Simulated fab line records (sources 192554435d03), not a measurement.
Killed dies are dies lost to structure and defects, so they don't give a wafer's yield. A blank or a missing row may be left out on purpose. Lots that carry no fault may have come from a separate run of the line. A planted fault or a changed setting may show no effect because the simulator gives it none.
fab line records	flow n5Finfet
record: lots: 7	wafers: 39
route steps=1938 shown ZERO_LAYER@11 FIN_SAQP@130 SD_EPI_N@279 HKMG_FIN@386 MOL_CONTACT_COAG@542 BEOL_M0@731 BEOL_M2@883 BEOL_M3@1002 BEOL_M11@1587 BEOL_M13@1696 MIM_TOP_ETCH@1853 PASSIVATION@1936
startH: hours from the record's opening day to when the first of the lot's shown wafers began	waitH: how many hours have passed since the lot's step before this one	" identical to the entry in the row above	L1.1+2: one row covering several wafers at once	- either no value or no given start	* or withheld: withheld	< > ~ a bound
route shown NAME@n: a module of which the file shows steps, and the number in the route of the first	usual: mean and standard deviation over wafers with no fault	same: alike in all rows	chamber/n: place in a boat	sites: per-site readings	_std_site: standard deviation of those values	_edge_site: mean of outer sites minus mean of inner sites	radiusMm: for every site, how far away it sits from the centre of the wafer	mask NAME#n: copy n	behind: the tool/chamber that last shaped the wafer	hold: reason for holding the lot/hours on hold/outcome of the hold	device: which transistor (n, p or np) failed to switch	end of line: the same wafers' tests at the end of the route	for a step that has no rows: nothing shown but its recipe	killed: dies lost to structure and defects at the first sort, not the wafer's yield	map: shows each die of a wafer: x if killed, . if not, _ if none is there
set.NAME: the setting as run; set.NAME@STEP: as run at that earlier step	model.NAME: the simulator's own value behind a step, which no gauge read
lots whose settings were changed on purpose; a table a step, a row a wafer
== steps ==
step: N5_ZERO_LAYER_DEVELOP_10
recipe: developTimeS: 60	rinseLiquid: diw	dry: airSpin	devTempC: 21
step: N5_FIN_SAQP_ETCH_65
recipe: chemistry: CF4	target: SiO2	targetDepthA: 40	ionEnergyEv: 350	timeS: 4.4	pressureMtorr: 10	icpW: 800	biasW: 400	cf4FlowSccm: 80
step: N5_SD_EPI_N_ETCH_16
recipe: chemistry: CHF3/O2	target: SiO2	targetDepthA: 50	maskMaterial: SOC	pressureMtorr: 30	sourceW: 650	biasW: 170	Ar_flow_sccm: 200	CHF3_flow_sccm: 50	O2_flow_sccm: 5	ionEnergyEv: 200
step: N5_HKMG_FIN_HK_ALD_01
recipe: material: HfO2	targetThkA: 16	tempC: withheld	aldPrecursorFamily: HfCl4	aldCoReactant: H2O	pulseTimeS: 3	purgeTimeS: 3	coReactantPurgeTimeS: 2.5	coReactantPulseTimeS: 0.3	aldCycles: 30
step: N5_MOL_CONTACT_COAG_PRECLEAN_111
recipe: chemistry: NF3:NH3	afsCycles: 1	tempC: 30	timeS: 20	sublimationTempC: 180	sublimationTimeS: 60	pressureTorr: 3	rfPowerW: 30
step: N5_BEOL_M0_ALD_136
recipe: material: TaN	targetThkA: *	tempC: 275	aldPrecursorFamily: PDMAT	aldCoReactant: NH3	pressureTorr: 3	carrierFlowSccm: 1500	pulseTimeS: 2	purgeTimeS: 3	coReactantPurgeTimeS: 2	coReactantPulseTimeS: 3	aldCycles: 30	precursorVesselTempC: 75	precursorVesselPressureTorr: 26.25	precursorVesselCarrierSccm: 1000
step: N5_BEOL_M2_ETCHBACK_99
recipe: chemistry: CHF3	target: SiO2	targetDepthA: 50	timeS: 10.4	sourceW: 215	biasW: 47	Ar_flow_sccm: 200	CHF3_flow_sccm: 12	ionEnergyEv: 100	pressureMtorr: 30
step: N5_BEOL_M3_SPUTTER_88
recipe: material: Cu	targetThkA: 45	tempC: -20	chamberPressurePa: 0.07	powerW: withheld	timeS: 8.29
step: N5_BEOL_M11_CURE_72
recipe: tempC: 370	timeS: 120	ambient: DMADMS/He	material: SiCOH_lowk
step: N5_BEOL_M13_TRENCH_ETCH_34
recipe: chemistry: C4F8/O2/Ar	target: SiOC	targetDepthA: 4134.7	maskMaterial: SOC	pressureMtorr: 30	sourceW: 3000	biasW: 700	Ar_flow_sccm: 400	C4F8_flow_sccm: 15	O2_flow_sccm: 8	heInnerTorr: 15	heOuterTorr: 30	timeS: 162.6	ionEnergyEv: 250
step: N5_MIM_TOP_ETCH_PECVD_03
recipe: material: SiNx	targetThkA: 200	tempC: 400	precursor: SiH4/NH3/N2	pressureTorr: 1.5	rfW: 300	timeS: 17.6
step: N5_PASSIVATION_PROBE_49
usual: defectLimitedYield: 91.7/1.5	killedAtOther: 4/3	killedDies: 97/17	killedOnRim: 13/3.6
lot.wafer	tool	chamber	startH	waitH	set.developTimeS@ZERO_LAYER_DEVELOP_10	set.timeS@FIN_SAQP_ETCH_65	set.targetDepthA@SD_EPI_N_ETCH_16	set.aldCycles@HKMG_FIN_HK_ALD_01	set.timeS@MOL_CONTACT_COAG_PRECLEAN_111	set.aldCycles@BEOL_M0_ALD_136	set.timeS@BEOL_M2_ETCHBACK_99	set.timeS@BEOL_M3_SPUTTER_88	set.timeS@BEOL_M11_CURE_72	set.timeS@BEOL_M13_TRENCH_ETCH_34	set.timeS@MIM_TOP_ETCH_PECVD_03	defectLimitedYield[%]	killedAtOther	killedDies	killedOnRim
L075.1	prober-02	-	292.78	0.0	37.52	4.4	33.39	30	20	30	7.491	8.29	120	240.5	17.6	92.7	4	86	9
L075.2	prober-02	-	292.83	0.1	37.52	2.911	50	30	29.13	30	10.4	8.29	120	240.5	17.6	93.1	3	81	7
L075.3	prober-02	-	292.88	0.1	60	2.911	50	30	29.13	30	7.491	8.29	120	162.6	27.58	0	1102	1180	152
L075.4	prober-02	-	292.93	0.2	60	2.911	33.39	30	20	30	7.491	8.29	120	240.5	27.58	0	1083	1180	152
L075.5	prober-02	-	292.98	0.2	37.52	4.4	33.39	30	29.13	30	10.4	8.29	120	162.6	27.58	0	1110	1180	152
L075.6	prober-02	-	293.03	0.3	60	4.4	50	30	20	30	10.4	8.29	120	162.6	17.6	91.8	9	97	12
L078.1	prober-02	-	305.99	0.2	60	4.4	50	30	20	30	10.4	8.29	120	162.6	17.6	89.2	2	127	18
L078.4	prober-02	-	306.14	0.3	60	4.4	50	30	20	30	10.4	8.29	120	162.6	17.6	92.3	2	91	15
L078.5	prober-02	-	306.19	0.4	60	4.4	50	30	20	30	10.4	8.29	120	162.6	17.6	90.3	5	115	8
L082.1	prober-02	-	325.48	0.0	70.98	4.4	58.95	15	31.2	30	13.15	8.29	80.29	72.96	21.57	66.6	2	394	39
L082.2	prober-02	-	325.53	0.1	60	6.793	50	15	31.2	30	10.4	3.55	80.29	162.6	17.6	93.1	2	82	12
L082.3	prober-02	-	325.58	0.1	70.98	6.793	50	30	20	30	13.15	8.29	120	72.96	17.6	67.7	0	381	54
L082.4	prober-02	-	325.63	0.2	60	4.4	50	30	20	30	10.4	8.29	120	162.6	21.57	93.1	2	82	14
L082.5	prober-02	-	325.68	0.2	60	4.4	58.95	30	31.2	30	13.15	3.55	120	162.6	21.57	92.5	0	89	12
L082.6	prober-02	-	325.73	0.3	70.98	6.793	58.95	15	20	30	10.4	3.55	80.29	72.96	17.6	72.0	1	330	41
L083.1	prober-01	-	336.29	0.0	39.57	4.4	39.71	30	20	43	10.4	8.29	120	162.6	27.17	0	1067	1180	152
L083.2	prober-01	-	336.34	0.1	60	4.4	39.71	30	10.28	43	4.301	10.14	120	249.3	17.6	0	3	1180	152
L083.3	prober-01	-	336.39	0.1	39.57	4.4	50	30	20	30	4.301	10.14	120	249.3	17.6	0	2	1180	152
L083.4	prober-01	-	336.44	0.2	60	4.4	50	30	10.28	43	10.4	8.29	120	249.3	27.17	0	1076	1180	152
L083.5	prober-01	-	336.49	0.2	39.57	4.4	50	30	10.28	30	10.4	10.14	120	162.6	27.17	0	1062	1180	152
L083.6	prober-01	-	336.54	0.3	60	4.4	39.71	30	20	30	4.301	8.29	120	162.6	17.6	0	1	1180	152
L084.1	prober-01	-	343.85	0.0	60	4.4	50	46	20	30	7.918	8.29	182.5	206.9	27.44	0	1045	1180	152
L084.2	prober-01	-	343.90	0.1	60	4.4	50	30	28.13	30	10.4	8.29	120	206.9	27.44	0	1081	1180	152
L084.3	prober-01	-	343.95	0.1	60	4.4	50	30	20	30	10.4	8.29	120	162.6	17.6	88.6	1	134	16
L084.4	prober-01	-	344.00	0.2	60	4.4	50	46	28.13	30	7.918	8.29	120	206.9	17.6	89.5	2	124	17
L084.5	prober-01	-	344.05	0.2	60	4.4	50	30	20	30	7.918	8.29	182.5	162.6	27.44	0	1062	1180	152
L084.6	prober-01	-	344.10	0.3	60	4.4	50	46	28.13	30	10.4	8.29	182.5	162.6	17.6	89.7	6	122	10
L086.1	prober-02	-	349.39	0.0	48.71	5.246	60.2	30	20	13	10.4	8.29	141.2	162.6	17.6	90.9	12	107	14
L086.2	prober-02	-	349.44	0.1	48.71	5.246	60.2	13	16.09	13	10.4	3.368	141.2	241.2	17.6	91.7	3	98	15
L086.3	prober-02	-	349.49	0.1	60	4.4	50	13	20	30	10.4	3.368	120	162.6	17.6	89.5	1	124	17
L086.4	prober-02	-	349.54	0.2	48.71	4.4	50	13	16.09	13	10.4	8.29	120	162.6	7.75	90.6	3	111	11
L086.5	prober-02	-	349.59	0.2	60	5.246	50	30	16.09	30	10.4	8.29	141.2	241.2	7.75	91.6	2	99	18
L086.6	prober-02	-	349.64	0.3	60	4.4	60.2	30	20	30	10.4	3.368	120	241.2	7.75	89.1	5	129	19
L089.1	prober-01	-	378.00	0.0	60	2.811	50	35	20	16	10.4	8.29	191	162.6	17.6	91.5	9	100	16
L089.2	prober-01	-	378.05	0.1	60	4.4	50	35	20	16	13.73	8.29	120	162.6	17.6	90.7	5	110	12
L089.3	prober-01	-	378.10	0.1	60	2.811	28.25	30	31.46	16	10.4	8.29	191	74.18	17.6	67.6	6	382	52
L089.4	prober-01	-	378.15	0.2	60	4.4	28.25	30	20	30	10.4	8.29	120	74.18	17.6	69.2	8	363	46
L089.5	prober-01	-	378.20	0.2	60	2.811	50	30	31.46	30	13.73	8.29	191	74.18	17.6	71.4	8	338	41
L089.6	prober-01	-	378.25	0.3	60	4.4	28.25	35	31.46	30	13.73	8.29	120	162.6	17.6	91.7	5	98	18
killed by level:class
L075.1 MOL_CONTACT_COAG:geometricParticle:open=16 BEOL_M3:geometricParticle:open=9 FIN_SAQP:geometricParticle:short=7 BEOL_M1:geometricParticle:open=7 MOL_CONTACT_COAG:geometricParticle:short=5 BEOL_M0:geometricParticle:open=5 BEOL_M4:geometricParticle:open=4 STI_FIN_REVEAL:geometricParticle:open=3
L075.2 FIN_SAQP:geometricParticle:open=8 GATE_CUT:geometricParticle:short=8 BEOL_M0_SAQP:geometricParticle:open=8 BEOL_M3:geometricParticle:open=8 FIN_SAQP:geometricParticle:short=6 BEOL_M0_SAQP:geometricParticle:short=4 BEOL_M2:geometricParticle:open=4 BEOL_M5:geometricParticle:open=4
L075.3 MIM_TOP_ETCH:areaPecvd=1094 MOL_CONTACT_COAG:geometricParticle:open=13 FIN_SAQP:geometricParticle:open=9 BEOL_M0_SAQP:geometricParticle:open=9 BEOL_M3:geometricParticle:open=8 DUMMY_GATE:geometricParticle:open=5 BEOL_M0_SAQP:geometricParticle:short=5 BEOL_M0:geometricParticle:open=5
L075.4 MIM_TOP_ETCH:areaPecvd=1080 FIN_SAQP:geometricParticle:open=16 BEOL_M0_SAQP:geometricParticle:short=9 MOL_CONTACT_COAG:geometricParticle:open=9 FIN_SAQP:geometricParticle:short=7 BEOL_M0_SAQP:geometricParticle:open=7 BEOL_M0:geometricParticle:open=6 BEOL_M5:geometricParticle:open=4
L075.5 MIM_TOP_ETCH:areaPecvd=1104 MOL_CONTACT_COAG:geometricParticle:open=9 BEOL_M2:geometricParticle:open=8 BEOL_M3:geometricParticle:open=7 BEOL_M1:geometricParticle:open=6 FIN_SAQP:geometricParticle:open=5 BEOL_M0_SAQP:geometricParticle:open=5 DUMMY_GATE:geometricParticle:open=4
L075.6 MOL_CONTACT_COAG:geometricParticle:open=15 BEOL_M2:geometricParticle:open=11 BEOL_M0_SAQP:geometricParticle:open=8 BEOL_M0_SAQP:geometricParticle:short=7 BEOL_M4:geometricParticle:open=5 BEOL_M2:geometricParticle:short=4 BEOL_M3:geometricParticle:open=4 PASS1_CAP:geometricParticle:short=4
L078.1 FIN_SAQP:geometricParticle:short=22 MOL_CONTACT_COAG:geometricParticle:open=18 BEOL_M0_SAQP:geometricParticle:open=16 FIN_SAQP:geometricParticle:open=11 MOL_CONTACT_COAG:geometricParticle:short=6 BEOL_M1:geometricParticle:open=5 BEOL_M0_SAQP:geometricParticle:short=5 BEOL_M2:geometricParticle:open=5
L078.4 FIN_SAQP:geometricParticle:short=9 MOL_CONTACT_COAG:geometricParticle:open=9 BEOL_M0_SAQP:geometricParticle:short=7 FIN_SAQP:geometricParticle:open=5 BEOL_M2:geometricParticle:open=5 BEOL_M3:geometricParticle:short=5 FIN_CUT:geometricParticle:short=4 MOL_CONTACT_COAG:geometricParticle:short=4
L078.5 FIN_SAQP:geometricParticle:short=19 BEOL_M0_SAQP:geometricParticle:short=9 FIN_SAQP:geometricParticle:open=8 BEOL_M3:geometricParticle:open=8 MOL_CONTACT_COAG:geometricParticle:open=7 BEOL_M0_SAQP:geometricParticle:open=7 BEOL_M4:geometricParticle:open=7 STI_FIN_REVEAL:geometricParticle:open=5
L082.1 BEOL_M13:areaEcd=300 MOL_CONTACT_COAG:geometricParticle:open=13 FIN_SAQP:geometricParticle:short=10 GATE_CUT:geometricParticle:open=8 BEOL_M3:geometricParticle:open=8 GATE_CUT:geometricParticle:short=7 DUMMY_GATE:geometricParticle:open=6 BEOL_M0_SAQP:geometricParticle:short=6
L082.2 MOL_CONTACT_COAG:geometricParticle:open=14 BEOL_M2:geometricParticle:open=6 BEOL_M3:geometricParticle:open=6 BEOL_M0_SAQP:geometricParticle:short=5 MOL_CONTACT_COAG:geometricParticle:short=4 STARTING-WAFER:geometricParticle:short=4 BEOL_M3:interfaceVoidOpened=4 FIN_SAQP:geometricParticle:short=3
L082.3 BEOL_M13:areaEcd=278 MOL_CONTACT_COAG:geometricParticle:open=10 GATE_CUT:geometricParticle:short=9 BEOL_M1:geometricParticle:open=8 DUMMY_GATE:geometricParticle:open=7 GATE_CUT:geometricParticle:open=7 BEOL_M0_SAQP:geometricParticle:open=7 BEOL_M4:geometricParticle:open=7
L082.4 BEOL_M3:geometricParticle:open=12 GATE_CUT:geometricParticle:short=9 STI_FIN_REVEAL:geometricParticle:open=5 STARTING-WAFER:geometricParticle:short=5 MOL_CONTACT_COAG:geometricParticle:open=4 BEOL_M1:geometricParticle:open=4 BEOL_M0_SAQP:geometricParticle:short=3 BEOL_M0:geometricParticle:open=3
L082.5 MOL_CONTACT_COAG:geometricParticle:open=11 GATE_CUT:geometricParticle:short=7 BEOL_M0_SAQP:geometricParticle:open=7 BEOL_M3:geometricParticle:open=5 BEOL_M8:geometricParticle:open=5 BEOL_M0_SAQP:geometricParticle:short=4 BEOL_M7:geometricParticle:open=4 BEOL_M3:interfaceVoidOpened=4
L082.6 BEOL_M13:areaEcd=239 MOL_CONTACT_COAG:geometricParticle:open=16 BEOL_M3:geometricParticle:open=10 DUMMY_GATE:geometricParticle:open=6 BEOL_M0_SAQP:geometricParticle:open=6 BEOL_M0_SAQP:geometricParticle:short=5 STI_FIN_REVEAL:geometricParticle:open=4 MOL_CONTACT_COAG:geometricParticle:short=4
L083.1 MIM_TOP_ETCH:areaPecvd=1065 MOL_CONTACT_COAG:geometricParticle:open=17 BEOL_M3:geometricParticle:open=10 BEOL_M4:geometricParticle:open=10 STI_FIN_REVEAL:geometricParticle:open=8 BEOL_M2:geometricParticle:open=8 BEOL_M3:geometricParticle:short=7 BEOL_M1:geometricParticle:open=6
L083.2 BEOL_M2:areaEtchback=1105 BEOL_M4:geometricParticle:open=9 BEOL_M3:geometricParticle:open=8 MOL_CONTACT_COAG:geometricParticle:open=7 MOL_CONTACT_COAG:geometricParticle:short=7 BEOL_M2:geometricParticle:open=5 STI_FIN_REVEAL:geometricParticle:open=4 FIN_SAQP:geometricParticle:short=3
L083.3 BEOL_M2:areaEtchback=1077 BEOL_M3:geometricParticle:open=12 MOL_CONTACT_COAG:geometricParticle:open=12 BEOL_M2:geometricParticle:short=8 BEOL_M2:geometricParticle:open=6 BEOL_M5:geometricParticle:open=6 FIN_SAQP:geometricParticle:open=5 DUMMY_GATE:geometricParticle:open=5
L083.4 MIM_TOP_ETCH:areaPecvd=1075 MOL_CONTACT_COAG:geometricParticle:open=13 BEOL_M2:geometricParticle:open=10 BEOL_M4:geometricParticle:open=10 BEOL_M0_SAQP:geometricParticle:short=9 BEOL_M1:geometricParticle:open=8 BEOL_M0_SAQP:geometricParticle:open=6 STI_FIN_REVEAL:geometricParticle:open=5
L083.5 MIM_TOP_ETCH:areaPecvd=1059 MOL_CONTACT_COAG:geometricParticle:open=22 STI_FIN_REVEAL:geometricParticle:open=9 BEOL_M0_SAQP:geometricParticle:open=9 BEOL_M4:geometricParticle:open=9 BEOL_M0_SAQP:geometricParticle:short=8 BEOL_M3:geometricParticle:open=8 MOL_CONTACT_COAG:geometricParticle:short=6
L083.6 BEOL_M2:areaEtchback=1102 MOL_CONTACT_COAG:geometricParticle:open=8 STI_FIN_REVEAL:geometricParticle:open=7 BEOL_M4:geometricParticle:open=5 FIN_SAQP:geometricParticle:open=4 FIN_SAQP:geometricParticle:short=4 BEOL_M2:geometricParticle:open=4 BEOL_M0_SAQP:geometricParticle:short=4
L084.1 MIM_TOP_ETCH:areaPecvd=1044 FIN_SAQP:geometricParticle:short=34 MOL_CONTACT_COAG:geometricParticle:open=16 FIN_SAQP:geometricParticle:open=14 BEOL_M0_SAQP:geometricParticle:short=13 BEOL_M0_SAQP:geometricParticle:open=8 BEOL_M2:geometricParticle:open=7 BEOL_M3:geometricParticle:open=7
L084.2 MIM_TOP_ETCH:areaPecvd=1081 MOL_CONTACT_COAG:geometricParticle:open=15 FIN_SAQP:geometricParticle:short=13 BEOL_M0_SAQP:geometricParticle:open=9 BEOL_M2:geometricParticle:open=8 BEOL_M2:geometricParticle:short=7 BEOL_M1:geometricParticle:open=6 BEOL_M3:geometricParticle:open=6
L084.3 MOL_CONTACT_COAG:geometricParticle:open=16 BEOL_M0_SAQP:geometricParticle:short=12 BEOL_M0_SAQP:geometricParticle:open=11 FIN_SAQP:geometricParticle:short=9 BEOL_M3:geometricParticle:open=8 BEOL_M2:geometricParticle:open=7 GATE_CUT:geometricParticle:short=6 FIN_SAQP:geometricParticle:open=5
L084.4 FIN_SAQP:geometricParticle:short=20 BEOL_M2:geometricParticle:open=15 FIN_SAQP:geometricParticle:open=12 MOL_CONTACT_COAG:geometricParticle:open=12 BEOL_M2:geometricParticle:short=6 BEOL_M0_SAQP:geometricParticle:open=5 BEOL_M3:geometricParticle:open=5 BEOL_M4:geometricParticle:open=5
L084.5 MIM_TOP_ETCH:areaPecvd=1062 FIN_SAQP:geometricParticle:short=25 FIN_SAQP:geometricParticle:open=13 MOL_CONTACT_COAG:geometricParticle:open=11 BEOL_M0_SAQP:geometricParticle:short=8 BEOL_M2:geometricParticle:open=8 BEOL_M3:geometricParticle:open=7 BEOL_M0_SAQP:geometricParticle:open=6
L084.6 FIN_SAQP:geometricParticle:short=22 BEOL_M0_SAQP:geometricParticle:open=12 BEOL_M0_SAQP:geometricParticle:short=9 MOL_CONTACT_COAG:geometricParticle:open=8 FIN_SAQP:geometricParticle:open=7 BEOL_M2:geometricParticle:open=7 BEOL_M3:geometricParticle:open=5 STARTING-WAFER:geometricParticle:open=5
L086.1 BEOL_M0_SAQP:geometricParticle:open=9 FIN_SAQP:geometricParticle:short=8 DUMMY_GATE:geometricParticle:open=8 MOL_CONTACT_COAG:geometricParticle:open=8 BEOL_M0_SAQP:geometricParticle:short=8 PAD_METAL:geometricParticle:open=7 BEOL_M1:geometricParticle:open=6 FIN_SAQP:geometricParticle:open=5
L086.2 BEOL_M3:geometricParticle:short=10 GATE_CUT:geometricParticle:short=8 STI_FIN_REVEAL:geometricParticle:open=7 MOL_CONTACT_COAG:geometricParticle:open=7 STARTING-WAFER:geometricParticle:short=7 BEOL_M2:geometricParticle:open=6 BEOL_M3:geometricParticle:open=6 BEOL_M0_SAQP:geometricParticle:open=5
L086.3 BEOL_M1:geometricParticle:open=14 MOL_CONTACT_COAG:geometricParticle:open=11 BEOL_M4:geometricParticle:open=10 FIN_SAQP:geometricParticle:short=9 DUMMY_GATE:geometricParticle:open=8 GATE_CUT:geometricParticle:short=7 BEOL_M0_SAQP:geometricParticle:open=7 GATE_CUT:geometricParticle:open=6
L086.4 FIN_SAQP:geometricParticle:open=9 MOL_CONTACT_COAG:geometricParticle:open=9 BEOL_M2:geometricParticle:open=9 BEOL_M0_SAQP:geometricParticle:open=8 BEOL_M4:geometricParticle:open=8 BEOL_M1:geometricParticle:open=7 FIN_SAQP:geometricParticle:short=6 STI_FIN_REVEAL:geometricParticle:open=5
L086.5 FIN_SAQP:geometricParticle:short=11 MOL_CONTACT_COAG:geometricParticle:open=10 GATE_CUT:geometricParticle:short=9 STI_FIN_REVEAL:geometricParticle:open=8 BEOL_M0_SAQP:geometricParticle:short=6 BEOL_M3:geometricParticle:open=6 GATE_CUT:geometricParticle:open=4 BEOL_M4:geometricParticle:open=4
L086.6 GATE_CUT:geometricParticle:short=18 BEOL_M2:geometricParticle:open=17 MOL_CONTACT_COAG:geometricParticle:open=14 GATE_CUT:geometricParticle:open=11 BEOL_M4:geometricParticle:open=8 FIN_SAQP:geometricParticle:open=7 BEOL_M0_SAQP:geometricParticle:short=5 FIN_SAQP:geometricParticle:short=4
L089.1 BEOL_M1:geometricParticle:open=11 STI_FIN_REVEAL:geometricParticle:open=10 DUMMY_GATE:geometricParticle:open=6 BEOL_M0_SAQP:geometricParticle:open=6 BEOL_M0:geometricParticle:open=6 MOL_CONTACT_COAG:geometricParticle:open=5 BEOL_M0_SAQP:geometricParticle:short=5 STARTING-WAFER:geometricParticle:open=5
L089.2 MOL_CONTACT_COAG:geometricParticle:open=17 STI_FIN_REVEAL:geometricParticle:open=17 BEOL_M1:geometricParticle:open=7 DUMMY_GATE:geometricParticle:open=6 FIN_SAQP:geometricParticle:short=5 BEOL_M0_SAQP:geometricParticle:short=5 BEOL_M3:geometricParticle:open=5 BEOL_M3:geometricParticle:short=4
L089.3 BEOL_M13:areaEcd=287 BEOL_M0_SAQP:geometricParticle:open=12 MOL_CONTACT_COAG:geometricParticle:open=11 BEOL_M0_SAQP:geometricParticle:short=9 FIN_SAQP:geometricParticle:short=6 BEOL_M2:geometricParticle:open=6 DUMMY_GATE:geometricParticle:open=4 BEOL_M1:geometricParticle:open=4
L089.4 BEOL_M13:areaEcd=284 MOL_CONTACT_COAG:geometricParticle:open=15 BEOL_M4:geometricParticle:open=8 FIN_SAQP:geometricParticle:open=4 DUMMY_GATE:geometricParticle:open=4 BEOL_M0_SAQP:geometricParticle:short=4 BEOL_M3:geometricParticle:open=4 BEOL_M0_SAQP:geometricParticle:open=3
L089.5 BEOL_M13:areaEcd=226 MOL_CONTACT_COAG:geometricParticle:open=15 BEOL_M4:geometricParticle:open=7 STI_FIN_REVEAL:geometricParticle:open=6 DUMMY_GATE:geometricParticle:short=6 BEOL_M0_SAQP:geometricParticle:short=6 STARTING-WAFER:geometricParticle:open=6 FIN_SAQP:geometricParticle:short=5
L089.6 MOL_CONTACT_COAG:geometricParticle:open=14 BEOL_M1:geometricParticle:open=11 DUMMY_GATE:geometricParticle:open=10 BEOL_M3:geometricParticle:short=7 FIN_SAQP:geometricParticle:short=5 FIN_SAQP:geometricParticle:open=5 BEOL_M3:geometricParticle:open=5 STI_FIN_REVEAL:geometricParticle:open=4
== key ==
split: step: N5_ZERO_LAYER_DEVELOP_10	setting: developTimeS	statedAs: 60
response none clear
split: step: N5_FIN_SAQP_ETCH_65	setting: timeS	statedAs: 4.4
response none clear
split: step: N5_SD_EPI_N_ETCH_16	setting: targetDepthA	statedAs: 50
response none clear
split: step: N5_HKMG_FIN_HK_ALD_01	setting: aldCycles	statedAs: 30
response none clear
split: step: N5_MOL_CONTACT_COAG_PRECLEAN_111	setting: timeS	statedAs: 20
response none clear
split: step: N5_BEOL_M0_ALD_136	setting: aldCycles	statedAs: 30
response none clear
split: step: N5_BEOL_M2_ETCHBACK_99	setting: timeS	statedAs: 10.4
response none clear
split: step: N5_BEOL_M3_SPUTTER_88	setting: timeS	statedAs: 8.29
response none clear
split: step: N5_BEOL_M11_CURE_72	setting: timeS	statedAs: 120
response none clear
split: step: N5_BEOL_M13_TRENCH_ETCH_34	setting: timeS	statedAs: 162.6
response none clear
split: step: N5_MIM_TOP_ETCH_PECVD_03	setting: timeS	statedAs: 17.6
response: step: N5_PASSIVATION_PROBE_49	reading: killedAtOther	slope: +13.8	per: 1%	togetherWith: all	explained: 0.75
response: step: N5_PASSIVATION_PROBE_49	reading: killedOnRim	slope: +1.43	per: 1%	togetherWith: all	explained: 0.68
response: step: N5_PASSIVATION_PROBE_49	reading: killedDies	slope: +10.9	per: 1%	togetherWith: all	explained: 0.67
response: step: N5_PASSIVATION_PROBE_49	reading: defectLimitedYield	slope: -0.922	per: 1%	togetherWith: all	explained: 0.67
